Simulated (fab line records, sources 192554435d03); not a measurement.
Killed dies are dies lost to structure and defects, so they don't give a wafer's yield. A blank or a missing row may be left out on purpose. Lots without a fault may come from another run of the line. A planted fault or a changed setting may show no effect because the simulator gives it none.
Chamber matching | flow n5_finfet | N5_BEOL_M0_SAQP_STRIP_108 on rie_diel-04: 4 sister chambers
The step strips in N2/H2. 4 wafers are shown with their chamber, then 7 later ones without.

WAFERS WITH THEIR CHAMBER
wafer  | chamber | showerhead_plenum_p_Torr (Torr)
L088.5 | 2       | 3.34
L089.6 | 0       | 3.19
L090.1 | 1       | 3.45
L090.3 | 3       | 3.55

WAFERS WITHOUT THEIR CHAMBER
wafer  | showerhead_plenum_p_Torr (Torr)
L090.5 | 3.55
L092.2 | 3.45
L092.3 | 3.34
L092.6 | 3.45
L093.2 | 3.33
L093.3 | 3.45
L093.5 | 3.45

WHICH CHAMBER EACH WENT THROUGH
wafer  | from the rows above | in truth
L090.5 | 3                   | 3
L092.2 | 1                   | 1
L092.3 | 2                   | 2
L092.6 | 1                   | 1
L093.2 | 2                   | 2
L093.3 | 1                   | 1
L093.5 | 1                   | 1
Placed correctly: 7 of 7. Can't be placed from these rows: 0. Placed wrongly: 0.
How it was worked out, from the rows above alone: a wafer's distance from a chamber is the root of the sum, over the readings, of the square of ((its reading less the chamber's mean) divided by the reading's scatter). The wafer belongs to the nearest chamber; if the next one is less than 2 further off, it can't be placed. A chamber's mean is the mean of its shown wafers. The scatter: with one shown wafer a chamber, the root of the mean of the squares of how far each hidden wafer lies from its nearest shown one.
